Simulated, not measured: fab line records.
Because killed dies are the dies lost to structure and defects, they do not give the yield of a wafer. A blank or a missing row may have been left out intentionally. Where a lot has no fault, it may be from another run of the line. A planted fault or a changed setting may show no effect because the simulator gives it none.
fab line records	flow n5Finfet
[record] lots = 7	wafers = 21
route steps=1938 shown BEOL_M12@1624 BEOL_M13@1694 BEOL_M14@1743 BEOL_M15@1779 PASSIVATION@1901
startH: hours from the record's first day to the start of the lot's first wafer shown	waitH: hours elapsed since this lot's preceding step	" repeats the value in the row above	L1.1+2: a row that stands for several wafers	- no value, or no start given	* or withheld: withheld	< > ~ a bound
route shown NAME@n: a module of which the file shows steps, and the number in the route of the first	usual: mean/standard deviation of fault-free wafers	same: alike in all rows	chamber/n: place in a boat	sites: the reading at each site	_std_site: standard deviation of those values	_edge_site: inner sites' mean taken away from outer sites' mean	radiusMm: for every site, how far away it sits from the centre of the wafer	mask NAME#n: copy n	behind: the most recent tool/chamber to have shaped the wafer	hold: why the lot went on hold/how many hours it stayed there/how the hold came to an end	device: whichever transistor did not switch (one of n, p or np)	end of line: at the end of the route, the tests of the same wafers	for a step that has no rows: nothing shown but its recipe	killed: dies lost to structure and defects at the first sort, not the wafer's yield	map: a wafer's dies, marking killed ones x, the rest . and places with no die _
set.NAME: the setting the step ran with; set.NAME@STEP: the setting that earlier step ran with	model.NAME: the simulator's own value behind a step, which no gauge read
one table per step and one row per wafer, for lots whose settings were changed on purpose
[[steps]]
[step N5_BEOL_M12_COAT_66]
[recipe] resist = SiARC	tempC = 220	timeS = 60	spinRpm = 1500	resistThkNm = 110
lot.wafer	tool	chamber	startH	waitH	set.spinRpm	model.SiARC_of_BEOL_M12_COAT_66.thkNm
L077.2	lithoTrack-05	0	-	-	1622	106.2
L077.5	"	0	"	"	1500	110.4
L077.6	"	0	"	"	1622	106.4
L076.2	lithoTrack-02	0	-	-	1500	110
L076.3	"	0	"	"	1500	110.6
L076.6	"	0	"	"	1500	110.2
L086.1	lithoTrack-05	0	-	-	1500	110.4
L086.3	"	0	"	"	1632	105.4
L086.5	"	0	"	"	1500	109.8
L084.2	lithoTrack-02	0	-	-	1500	110
L084.4	"	0	"	"	1354	116
L084.6	"	0	"	"	1354	115.6
L087.1	lithoTrack-05	0	-	-	1500	110.6
L087.2+5	"	0	"	"	1350	116.4
L096.3	lithoTrack-04	0	-	-	1642	105.2
L096.4	"	0	"	"	1500	109.8
L096.6	"	0	"	"	1642	105
L094.1	lithoTrack-05	0	-	-	1500	110.2
L094.5	"	0	"	"	1659	104.8
L094.6	"	0	"	"	1500	110.4
[step N5_BEOL_M12_COAT_22]
[recipe] spinRpm = 2888	resistThkNm = 300
[step N5_BEOL_M12_EBR_24]
[recipe] solvent = PGMEA	ebrWidthMm = 1.5
[step N5_BEOL_M12_DESCUM_33]
[recipe] chemistry = O2	timeS = 7.9	sourcePowerW = 50	biasPowerW = 20	pressureMtorr = 20	rfFrequencyHz = 2.712e+07	tempC = 40	o2FlowSccm = 225
[step N5_BEOL_M12_ETCH_67]
[recipe] chemistry = CF4	target = SiARC	targetDepthA = 1430	timeS = 238.3	ionEnergyEv = 80	pressureMtorr = 40	sourceW = 545	biasW = 36	Ar_flow_sccm = 100	cf4FlowSccm = 100	ends = cleared
lot.wafer	tool	chamber	startH	waitH	set.spinRpm@BEOL_M12_COAT_66	model.etch.depthNm	model.coat_of_BEOL_M12_COAT_22.thkNm
L077.2	rieDiel-03	3	326.63	0.0	1622	106.3	215.2
L077.5	"	1	"	"	1500	110.3	212.2
L077.6	"	2	"	"	1622	106.4	214.6
L076.2	rieDiel-01	2	336.42	0.0	1500	110	214
L076.3	"	3	"	"	1500	110.6	212.2
L076.6	"	2	"	"	1500	110.1	213.8
L086.1	rieDiel-04	1	388.24	0.0	1500	110.3	212.4
L086.3	"	0	"	"	1632	105.4	215.8
L086.5	"	1	"	"	1500	109.8	212.2
L084.2	rieDiel-01	2	398.89	0.0	1500	110.1	211.6
L084.4	"	0	"	"	1354	116.1	208
L084.6	"	0	"	"	1354	115.6	208.2
L087.1	rieDiel-03	2	427.93	0.0	1500	110.5	212.2
L087.2	"	1	"	"	1350	116.4	208.2
L087.5	"	2	"	"	1350	116.4	209.6
L096.3	rieDiel-03	1	437.32	0.0	1642	105.3	215
L096.4	"	0	"	"	1500	109.7	213.2
L096.6	"	2	"	"	1642	105.1	215
L094.1	rieDiel-03	2	438.72	0.0	1500	110.3	210.6
L094.5	"	2	"	"	1659	104.7	214.4
L094.6	"	3	"	"	1500	110.5	211.2
[step N5_BEOL_M12_ETCH_68]
[recipe] chemistry = N2/H2	target = SOC	maskMaterial = SiARC	sourceW = 3000	biasW = 350	tempC = 40	timeS = 285	ionEnergyEv = 200	pressureMtorr = 30	n2FlowSccm = 200	h2FlowSccm = 200
lot.wafer	tool	chamber	startH	waitH	set.spinRpm@BEOL_M12_COAT_66	model.SiARC_of_BEOL_M12_COAT_66.thkNm
L077.2	rieDiel-03	3	326.78	0.1	1622	82.6
L077.5	"	1	"	"	1500	86.6
L077.6	"	2	"	"	1622	83.2
L076.2+6	rieDiel-01	2	336.57	0.1	1500	86
L076.3	"	3	"	"	1500	85.8
L086.1	rieDiel-04	1	388.39	0.1	1500	86.4
L086.3	"	0	"	"	1632	81
L086.5	"	1	"	"	1500	86.2
L084.2	rieDiel-01	2	399.04	0.1	1500	86.6
L084.4	"	0	"	"	1354	92.2
L084.6	"	0	"	"	1354	91.4
L087.1	rieDiel-03	2	428.07	0.1	1500	85.8
L087.2	"	1	"	"	1350	92.6
L087.5	"	2	"	"	1350	91.8
L096.3	rieDiel-03	1	437.46	0.1	1642	81.6
L096.4	"	0	"	"	1500	85.4
L096.6	"	2	"	"	1642	80.4
L094.1	rieDiel-03	2	438.87	0.1	1500	85.6
L094.5	"	2	"	"	1659	79.8
L094.6	"	3	"	"	1500	87.2
[step N5_BEOL_M13_ETCH_68]
[recipe] chemistry = N2/H2	target = SOC	maskMaterial = SiARC	sourceW = 3000	biasW = 350	tempC = 40	timeS = 355	ionEnergyEv = 200	pressureMtorr = 30	n2FlowSccm = 200	h2FlowSccm = 200
lot.wafer	tool	chamber	startH	waitH	set.timeS	model.SiARC_of_BEOL_M13_COAT_66.thkNm
L077.2	rieDiel-06	3	334.44	0.1	355	76.4
L077.5	"	2	"	"	355	76.6
L077.6	"	1	"	"	355	77.8
L076.2	rieDiel-02	1	344.09	0.1	355	77.8
L076.3	"	3	"	"	355	78
L076.6	"	0	"	"	355	77.4
L086.1	rieDiel-05	0	392.89	0.1	355	77.2
L086.3	"	3	"	"	355	78.2
L086.5	"	0	"	"	355	77
L084.2	rieDiel-02	3	404.74	0.1	294.6	83
L084.4	"	0	"	"	294.6	82
L084.6	"	3	"	"	355	77
L087.1	rieDiel-02	0	432.81	0.1	355	76.6
L087.2	"	2	"	"	355	76.2
L087.5	"	3	"	"	355	77.2
L096.3	rieDiel-02	3	448.40	0.1	355	77.4
L096.4	"	2	"	"	355	76.2
L096.6	"	3	"	"	355	77
L094.1	rieDiel-05	1	453.52	0.1	327.8	79
L094.5	"	3	"	"	355	78.2
L094.6	"	2	"	"	355	77.2
[step N5_BEOL_M14_PEB_26]
[recipe] pebTempC = 130	pebTimeS = 90
lot.wafer	tool	chamber	startH	waitH	set.pebTempC
L077.2+5	lithoTrack-05	0	341.09	0.0	130
L077.6	"	0	"	"	127.7
L076.2+3+6	lithoTrack-02	0	349.58	0.0	130
L086.1	lithoTrack-02	0	398.99	0.1	126.7
L086.3+5	"	0	"	"	130
L084.2+4	lithoTrack-05	0	409.67	0.0	130
L084.6	"	0	"	"	126.8
L087.1+2	lithoTrack-05	0	439.53	0.1	130
L087.5	"	0	"	"	126.7
L096.3+6	lithoTrack-01	0	454.44	0.0	127.2
L096.4	"	0	"	"	130
L094.1+5	lithoTrack-02	0	460.67	0.1	130
L094.6	"	0	"	"	132.4
[step N5_BEOL_M14_DEVELOP_27]
[recipe] developTimeS = 45	rinseLiquid = diw	dry = airSpin	devTempC = 21
[step N5_BEOL_M14_HARDBAKE_32]
[recipe] tempC = 130	timeS = 120
[step N5_BEOL_M14_CD_MEAS_28]
[recipe] targetCdNm = 284.4	landingEnergyEv = 500	detector = seInlens
[usual] cdNm = 285.8/2.4
lot.wafer	tool	chamber	startH	waitH	set.pebTempC@BEOL_M14_PEB_26	cdNm
L077.2	cdSem-02	0	341.20	-	130	286.2
L077.5	"	0	"	"	130	286.1
L077.6	"	0	"	"	127.7	276.3
L076.2	cdSem-02	0	349.70	-	130	285.5
L076.3	"	0	"	"	130	283.4
L076.6	"	0	"	"	130	286.7
L086.1	cdSem-03	0	399.10	-	126.7	266.1
L086.3	"	0	"	"	130	283.4
L086.5	"	0	"	"	130	283.6
L084.2	cdSem-02	0	409.78	-	130	285.0
L084.4	"	0	"	"	130	284.6
L084.6	"	0	"	"	126.8	269.2
L087.1	cdSem-01	0	439.64	-	130	287.1
L087.2	"	0	"	"	130	287.1
L087.5	"	0	"	"	126.7	269.6
L096.3	cdSem-01	0	454.56	-	127.2	274.9
L096.4	"	0	"	"	130	284.2
L096.6	"	0	"	"	127.2	272.8
L094.1	cdSem-02	0	460.79	-	130	287.2
L094.5	"	0	"	"	130	283.5
L094.6	"	0	"	"	132.4	294.3
[step N5_BEOL_M14_DESCUM_33]
[recipe] chemistry = O2	timeS = 7.9	sourcePowerW = 50	biasPowerW = 20	pressureMtorr = 20	rfFrequencyHz = 2.712e+07	tempC = 40	o2FlowSccm = 225
lot.wafer	tool	chamber	startH	waitH	set.timeS	set.pebTempC@BEOL_M14_PEB_26	model.BEOL_M14.cdNm
L077.2	rieDiel-03	3	341.29	0.0	7.9	130	286.4
L077.5	"	1	"	"	6.663	130	286
L077.6	"	3	"	"	6.663	127.7	275.8
L076.2	rieDiel-01	3	349.79	0.0	7.9	130	285.2
L076.3	"	0	"	"	7.9	130	283.2
L076.6	"	2	"	"	7.9	130	286.6
L086.1	rieDiel-03	3	399.19	0.0	7.9	126.7	266.4
L086.3+5	"	1,3	"	"	7.9	130	283.4
L084.2	rieDiel-01	3	410.07	0.2	9.073	130	285.2
L084.4	"	3	"	"	9.073	130	285
L084.6	"	2	"	"	9.073	126.8	269.4
L087.1	rieDiel-01	0	439.73	0.0	7.9	130	286.8
L087.2	"	3	"	"	7.9	130	287
L087.5	"	3	"	"	7.9	126.7	269.8
L096.3	rieDiel-03	3	454.65	0.0	9.516	127.2	274.8
L096.4	"	0	"	"	7.9	130	284
L096.6	"	0	"	"	9.516	127.2	272.8
L094.1	rieDiel-03	2	460.88	0.0	7.9	130	287.6
L094.5	"	0	"	"	7.9	130	283.4
L094.6	"	3	"	"	7.9	132.4	294.4
[step N5_BEOL_M14_ETCH_67]
[recipe] chemistry = CF4	target = SiARC	targetDepthA = 1430	timeS = 238.3	ionEnergyEv = 80	pressureMtorr = 40	sourceW = 545	biasW = 36	Ar_flow_sccm = 100	cf4FlowSccm = 100	ends = cleared
lot.wafer	tool	chamber	startH	waitH	set.pebTempC@BEOL_M14_PEB_26	model.BEOL_M14.cdNm
L077.2	rieDiel-03	3	341.33	0.0	130	281.2
L077.5	"	1	"	"	130	282.2
L077.6	"	3	"	"	127.7	271.2
L076.2+6	rieDiel-01	3,2	349.82	0.0	130	280.8
L076.3	"	0	"	"	130	278.6
L086.1	rieDiel-03	3	399.22	0.0	126.7	262
L086.3	"	1	"	"	130	280
L086.5	"	3	"	"	130	279.2
L084.2+4	rieDiel-01	3	410.10	0.0	130	281
L084.6	"	2	"	"	126.8	264.2
L087.1	rieDiel-01	0	439.77	0.0	130	282.6
L087.2	"	3	"	"	130	283.6
L087.5	"	3	"	"	126.7	266.2
L096.3	rieDiel-03	3	454.68	0.0	127.2	270.4
L096.4	"	0	"	"	130	279.6
L096.6	"	0	"	"	127.2	268
L094.1	rieDiel-03	2	460.91	0.0	130	285
L094.5	"	0	"	"	130	278.6
L094.6	"	3	"	"	132.4	290.8
[step N5_BEOL_M14_ETCH_68]
[recipe] chemistry = N2/H2	target = SOC	maskMaterial = SiARC	sourceW = 3000	biasW = 350	tempC = 40	timeS = 450	ionEnergyEv = 200	pressureMtorr = 30	n2FlowSccm = 200	h2FlowSccm = 200
[step N5_BEOL_M14_STRIP_69]
[recipe] chemistry = N2/H2	tempC = 40	n2FlowSccm = 200	h2FlowSccm = 200	rfFrequencyHz = 6e+07
[step N5_BEOL_M14_TRENCH_ETCH_34]
[recipe] chemistry = C4F8/O2/Ar	target = SiO2	targetDepthA = 5566.5	maskMaterial = SOC	heInnerTorr = 15	heOuterTorr = 30	timeS = 126.9	ionEnergyEv = 800	pressureMtorr = 20	sourceW = 1905	biasW = 2040	Ar_flow_sccm = 400	C4F8_flow_sccm = 16	O2_flow_sccm = 12
lot.wafer	tool	chamber	startH	waitH	set.pebTempC@BEOL_M14_PEB_26	model.BEOL_M14.cdNm
L077.2	rieDiel-03	3	341.75	0.0	130	282.2
L077.5	"	1	"	"	130	286.2
L077.6	"	3	"	"	127.7	273.2
L076.2+6	rieDiel-01	3,2	350.24	0.0	130	282.2
L076.3	"	0	"	"	130	276.2
L086.1	rieDiel-03	3	399.64	0.0	126.7	263.6
L086.3	"	1	"	"	130	283.4
L086.5	"	3	"	"	130	281.4
L084.2	rieDiel-01	3	410.52	0.0	130	282
L084.4	"	3	"	"	130	281.6
L084.6	"	2	"	"	126.8	264.6
L087.1	rieDiel-01	0	440.19	0.0	130	283
L087.2	"	3	"	"	130	284.4
L087.5	"	3	"	"	126.7	267.8
L096.3	rieDiel-03	3	455.10	0.0	127.2	270.4
L096.4	"	0	"	"	130	281.6
L096.6	"	0	"	"	127.2	268.8
L094.1	rieDiel-03	2	461.33	0.0	130	287
L094.5	"	0	"	"	130	282.4
L094.6	"	3	"	"	132.4	291.6
[step N5_BEOL_M14_DEP_53]
[recipe] material = SiCN	targetThkA = 500	tempC = withheld	precursor = 3MS/NH3	pressureTorr = 3	rfW = 675	timeS = 17.8
lot.wafer	tool	chamber	startH	waitH	set.timeS	model.SiCN_of_BEOL_M14_DEP_53.thkNm
L077.2	pecvd-03	2	345.58	0.0	17.8	50
L077.5	"	1	"	"	15.25	43.2
L077.6	"	2	"	"	17.8	49.6
L076.2	pecvd-03	1	352.40	0.0	17.8	49.8
L076.3	"	0	"	"	17.8	50
L076.6	"	0	"	"	17.8	50.6
L086.1	pecvd-03	2	402.76	0.0	17.8	48.8
L086.3+5	"	0	"	"	17.8	50.6
L084.2	pecvd-04	0	413.03	0.0	17.8	49
L084.4	"	2	"	"	20.28	56.8
L084.6	"	0	"	"	20.28	56.4
L087.1	pecvd-03	2	447.00	0.0	19.88	55.6
L087.2	"	0	"	"	19.88	55.8
L087.5	"	0	"	"	17.8	51.6
L096.3	pecvd-04	1	459.12	0.0	17.8	49.8
L096.4	"	0	"	"	17.8	49.6
L096.6	"	2	"	"	17.8	50.4
L094.1	pecvd-04	0	463.67	0.0	17.8	48.6
L094.5	"	1	"	"	17.8	50.4
L094.6	"	0	"	"	17.8	49.8
[step N5_BEOL_M15_EXPOSE_07]
[recipe] maskId = V14	na = 0.8	sourceShape = annular	sigmaInner = 0.5	sigmaOuter = 0.8	polarization = unpolarized	attpsmPhaseDeg = 180	doseMj = 41.25
lot.wafer	tool	chamber	startH	waitH	mask	set.doseMj
L077.2+5+6	krfScanner-01	0	346.10	-	V14#0	41.25
L076.2+3+6	krfScanner-01	0	352.92	-	V14#0	41.25
L086.1+3+5	krfScanner-01	0	403.83	-	V14#0	41.25
L084.2+6	krfScanner-02	0	413.69	-	V14#0	38.51
L084.4	"	0	"	"	V14#0	41.25
L087.1+2+5	krfScanner-02	0	447.70	-	V14#0	41.25
L096.3+6	krfScanner-02	0	459.64	-	V14#0	38.25
L096.4	"	0	"	"	V14#0	41.25
L094.1+6	krfScanner-02	0	464.18	-	V14#0	41.25
L094.5	"	0	"	"	V14#0	38.78
[step N5_BEOL_M15_PEB_08]
[recipe] pebTempC = 130	pebTimeS = 90
[step N5_BEOL_M15_DEVELOP_09]
[recipe] developTimeS = 45	rinseLiquid = diw	dry = airSpin	devTempC = 21
[step N5_BEOL_M15_HARDBAKE_14]
[recipe] tempC = 130	timeS = 120
[step N5_BEOL_M15_CD_MEAS_10]
[recipe] targetCdNm = 360	landingEnergyEv = 500	detector = seInlens	polarity = opening
[usual] cdNm = 359.3/2.3
lot.wafer	tool	chamber	startH	waitH	set.doseMj@BEOL_M15_EXPOSE_07	cdNm
L077.2	cdSem-03	0	346.27	-	41.25	356.8
L077.5	"	0	"	"	41.25	358.2
L077.6	"	0	"	"	41.25	362.0
L076.2	cdSem-02	0	353.08	-	41.25	362.5
L076.3	"	0	"	"	41.25	364.2
L076.6	"	0	"	"	41.25	356.4
L086.1	cdSem-01	0	404.00	-	41.25	356.7
L086.3	"	0	"	"	41.25	359.0
L086.5	"	0	"	"	41.25	357.4
L084.2	cdSem-01	0	413.86	-	38.51	346.5
L084.4	"	0	"	"	41.25	363.5
L084.6	"	0	"	"	38.51	351.5
L087.1	cdSem-03	0	447.87	-	41.25	363.7
L087.2	"	0	"	"	41.25	360.6
L087.5	"	0	"	"	41.25	360.0
L096.3	cdSem-03	0	459.81	-	38.25	349.1
L096.4	"	0	"	"	41.25	363.2
L096.6	"	0	"	"	38.25	347.1
L094.1	cdSem-01	0	464.35	-	41.25	360.3
L094.5	"	0	"	"	38.78	353.4
L094.6	"	0	"	"	41.25	360.8
[step N5_BEOL_M15_STRIP_65]
[recipe] chemistry = postEtchResidueRemover	timeS = 60	tempC = 25	removerPh = withheld	removerWaterWtPct = withheld	removerFluorideWtPct = withheld
[step N5_BEOL_M15_SRD_66]
[recipe] timeS = 30	tempC = 23	rinseLiquid = diw	dry = n2Spin	spinRpm = 1500	dryTimeS = 30
[step N5_BEOL_M15_CD_MEAS_17]
[recipe] targetCdNm = 360	polarity = opening
[usual] cdNm = 359.6/2.6
lot.wafer	tool	chamber	startH	waitH	set.doseMj@BEOL_M15_EXPOSE_07	cdNm
L077.2	cdSem-03	-	346.91	0.0	41.25	354.2
L077.5	"	-	"	"	41.25	358.6
L077.6	"	-	"	"	41.25	360.7
L076.2	cdSem-03	-	353.68	0.0	41.25	364.6
L076.3	"	-	"	"	41.25	363.0
L076.6	"	-	"	"	41.25	356.5
L086.1	cdSem-01	-	404.58	0.0	41.25	356.0
L086.3	"	-	"	"	41.25	360.4
L086.5	"	-	"	"	41.25	360.1
L084.2	cdSem-02	-	415.16	0.0	38.51	348.1
L084.4	"	-	"	"	41.25	365.0
L084.6	"	-	"	"	38.51	352.6
L087.1	cdSem-01	-	448.46	0.0	41.25	368.0
L087.2	"	-	"	"	41.25	361.5
L087.5	"	-	"	"	41.25	362.9
L096.3	cdSem-01	-	460.40	0.0	38.25	346.8
L096.4	"	-	"	"	41.25	364.0
L096.6	"	-	"	"	38.25	346.4
L094.1	cdSem-01	-	464.94	0.0	41.25	363.9
L094.5	"	-	"	"	38.78	352.3
L094.6	"	-	"	"	41.25	360.4
[step N5_PASSIVATION_EXPOSE_27]
[recipe] maskId = PAD	na = 0.55	sourceShape = conventional	sigmaOuter = 0.8	polarization = unpolarized	defocusNm = 0	doseMj = 32.3
lot.wafer	tool	chamber	startH	waitH	mask	set.doseMj
L077.2+5+6	krfScanner-02	0	361.91	-	PAD#0	32.3
L076.2+3+6	krfScanner-02	0	365.61	-	PAD#0	32.3
L086.1+3	krfScanner-01	0	423.41	-	PAD#0	32.3
L086.5	"	0	"	"	PAD#0	34.26
L084.2+4	krfScanner-01	0	430.30	-	PAD#0	34.6
L084.6	"	0	"	"	PAD#0	32.3
L087.1+5	krfScanner-01	0	462.46	-	PAD#0	32.3
L087.2	"	0	"	"	PAD#0	30.01
L096.3+4	krfScanner-01	0	473.96	-	PAD#0	34.64
L096.6	"	0	"	"	PAD#0	32.3
L094.1+5+6	krfScanner-02	0	489.95	-	PAD#0	32.3
[step N5_PASSIVATION_PEB_28]
[recipe] pebTempC = withheld	pebTimeS = *
[step N5_PASSIVATION_DEVELOP_29]
[recipe] developTimeS = 60	rinseLiquid = diw	dry = airSpin	devTempC = 21
[step N5_PASSIVATION_HARDBAKE_31]
[recipe] tempC = 130	timeS = 120
[step N5_PASSIVATION_CD_MEAS_30]
[recipe] targetCdNm = 4000	landingEnergyEv = 500	detector = seInlens	polarity = opening
[usual] cdNm = 3998.7/2.4
lot.wafer	tool	chamber	startH	waitH	set.doseMj@PASSIVATION_EXPOSE_27	cdNm
L077.2	cdSem-03	0	362.08	-	32.3	3998.7
L077.5	"	0	"	"	32.3	3995.9
L077.6	"	0	"	"	32.3	3995.8
L076.2	cdSem-02	0	365.78	-	32.3	3998.4
L076.3	"	0	"	"	32.3	3999.2
L076.6	"	0	"	"	32.3	3998.8
L086.1	cdSem-03	0	423.59	-	32.3	3997.3
L086.3	"	0	"	"	32.3	3994.5
L086.5	"	0	"	"	34.26	4006.6
L084.2	cdSem-01	0	430.47	-	34.6	4008.4
L084.4	"	0	"	"	34.6	4010.9
L084.6	"	0	"	"	32.3	4001.2
L087.1	cdSem-02	0	462.64	-	32.3	3997.0
L087.2	"	0	"	"	30.01	3985.5
L087.5	"	0	"	"	32.3	3999.9
L096.3	cdSem-01	0	474.13	-	34.64	4009.7
L096.4	"	0	"	"	34.64	4010.6
L096.6	"	0	"	"	32.3	4001.4
L094.1	cdSem-02	0	490.13	-	32.3	4000.8
L094.5	"	0	"	"	32.3	3999.4
L094.6	"	0	"	"	32.3	4006.0
[[key]]
[split] step = N5_BEOL_M12_COAT_66	setting = spinRpm	stated = 1500	by = wafer
[response] step = N5_BEOL_M12_COAT_66	reading = model.SiARC_of_BEOL_M12_COAT_66.thkNm	change = -0.54	per = 1%	r = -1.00
[response] step = N5_BEOL_M12_ETCH_67	reading = model.etch.depthNm	change = -0.54	per = 1%	r = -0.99
[response] step = N5_BEOL_M12_ETCH_67	reading = model.coat_of_BEOL_M12_COAT_22.thkNm	change = +0.322	per = 1%	r = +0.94
[response] step = N5_BEOL_M12_ETCH_68	reading = model.SiARC_of_BEOL_M12_COAT_66.thkNm	change = -0.561	per = 1%	r = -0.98
[split] step = N5_BEOL_M13_ETCH_68	setting = timeS	stated = 355	by = wafer
[response] step = N5_BEOL_M13_ETCH_68	reading = model.SiARC_of_BEOL_M13_COAT_66.thkNm	change = -0.297	per = 1%	r = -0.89
[split] step = N5_BEOL_M14_PEB_26	setting = pebTempC	stated = 130	by = wafer
[response] step = N5_BEOL_M14_CD_MEAS_28	reading = cdNm	change = +6.08	per = 1%	r = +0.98
[response] step = N5_BEOL_M14_DESCUM_33	reading = model.BEOL_M14.cdNm	change = +6.04	per = 1%	r = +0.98
[response] step = N5_BEOL_M14_ETCH_67	reading = model.BEOL_M14.cdNm	change = +6.19	per = 1%	r = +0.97
[response] step = N5_BEOL_M14_TRENCH_ETCH_34	reading = model.BEOL_M14.cdNm	change = +6.26	per = 1%	r = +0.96
[split] step = N5_BEOL_M14_DESCUM_33	setting = timeS	stated = 7.9	by = wafer
response none clear
[split] step = N5_BEOL_M14_DEP_53	setting = timeS	stated = 17.8	by = wafer
[response] step = N5_BEOL_M14_DEP_53	reading = model.SiCN_of_BEOL_M14_DEP_53.thkNm	change = +0.463	per = 1%	r = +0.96
[split] step = N5_BEOL_M15_EXPOSE_07	setting = doseMj	stated = 41.25	by = wafer
[response] step = N5_BEOL_M15_CD_MEAS_10	reading = cdNm	change = +1.87	per = 1%	r = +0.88
[response] step = N5_BEOL_M15_CD_MEAS_17	reading = cdNm	change = +2.13	per = 1%	r = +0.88
[split] step = N5_PASSIVATION_EXPOSE_27	setting = doseMj	stated = 32.3	by = wafer
[response] step = N5_PASSIVATION_CD_MEAS_30	reading = cdNm	change = +1.47	per = 1%	r = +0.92
